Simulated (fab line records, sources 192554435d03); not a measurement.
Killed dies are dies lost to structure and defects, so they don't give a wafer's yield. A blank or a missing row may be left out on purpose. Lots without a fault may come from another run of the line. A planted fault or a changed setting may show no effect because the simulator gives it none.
Problem report in the 8D (eight disciplines) form, filled by code | flow n5_finfet | the parts of the form that need people (team, actions taken, sign-off) are left out

1. THE PROBLEM
raw_defect_count at N5_STI_FIN_REVEAL_INSPECT_13 reads a mean of 405 on 6 wafers of 2 lots; wafers without a fault read 12 with a standard deviation of 5.4. That is +73 standard deviations from the usual mean.
The step: inspects for defects (darkfield).
First seen on wafer L850.2, day 6 00:56, on defect_inspect-02. The record holds 12 wafers of 4 lots with a number at this step. Rule for "out", or "out of limits": more than 4 standard deviations from the usual mean. The other wafers with a number count as sound.

2. WHAT IT IS AND WHAT IT IS NOT
question                    | is                     | is not
which readings at this step | raw_defect_count       | -
which lots                  | L850, L855             | L845, L848
which wafers of those lots  | all that have a number | -
read on which gauges        | defect_inspect-02      | defect_inspect-01
when                        | from day 6 00:56       | up to then (6 sound wafers)

3. SUSPECTS, AND WHAT RULES EACH OUT
Counting: a tool at a process step up to the reading stays a suspect if it ran every lot that is out and no sound lot after the first of them.
- the gauge at N5_STI_FIN_REVEAL_INSPECT_13: ruled out. All the wafers that are out were read on defect_inspect-02, but those of them that N5_PASSIVATION_PROBE_49 has rows for are out there too, on other tools.
- wet_bench-02 at N5_STI_FIN_REVEAL_PRECLEAN_26 (cleans in SC1, time 45 s): kept. It ran every lot that is out, first L850 (day 5 21:45), and no sound lot after that; its last sound lot up to then is L845 (day 4 09:31).
Left after counting: wet_bench-02 at N5_STI_FIN_REVEAL_PRECLEAN_26.

4. THE CAUSE (what the simulator had put in)
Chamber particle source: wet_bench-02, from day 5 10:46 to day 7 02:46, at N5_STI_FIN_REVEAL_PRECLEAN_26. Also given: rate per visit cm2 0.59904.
Counting left only this tool.

5. THE CHAIN OF EFFECTS, in route order
Each row: a reading whose mean over the struck wafers that have a number lies more than 3 standard deviations from the usual. Only readings for which the record gives a usual standard deviation are gone through. hours: the time from each lot's start at the first step in this table that gives one to its start at this step, as a median over the lots. sigmas: the change in usual standard deviations.
hours | step                         | reading              | usual  | on struck wafers | change | sigmas
0     | N5_STI_FIN_REVEAL_INSPECT_13 | raw_defect_count     | 12     | 405              | +393   | +73
243   | N5_PASSIVATION_PROBE_49      | defect_limited_yield | 91.1 % | 82.3             | -8.8   | -6.8
243   | N5_PASSIVATION_PROBE_49      | killed_at_front_end  | 41     | 143              | +102   | +9.3
243   | N5_PASSIVATION_PROBE_49      | killed_dies          | 106    | 209              | +103   | +6.9
243   | N5_PASSIVATION_PROBE_49      | sort_bin_5_function  | 5.2 %  | 11.6             | +6.4   | +7.4
243   | N5_PASSIVATION_PROBE_49      | sort_n_pass          | 1074   | 971              | -103   | -6.9
243   | N5_PASSIVATION_PROBE_49      | sort_yield_pct       | 91.0 % | 82.3             | -8.7   | -6.7
The process steps in it:
- N5_PASSIVATION_PROBE_49
Later measuring or inspecting steps at which every struck wafer that the step has a row for has a number for every such reading, and none has moved that far: N5_BEOL_M4_RC_MEAS_101.

6. WHAT WOULD HAVE CAUGHT IT SOONER
In this record the first reading out of limits at a measuring or inspecting step was taken at day 6 00:56, 14 hours after the fault began at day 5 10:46.
Of the tool readings at N5_STI_FIN_REVEAL_PRECLEAN_26 for which the record gives a usual standard deviation, none was out on any struck wafer, so an alarm limit of 4 standard deviations on them would not have fired.
Of the lots that are out (2), L855 began N5_STI_FIN_REVEAL_PRECLEAN_26 on wet_bench-02 after day 6 00:56. A hold on the tool at that time would have spared it.
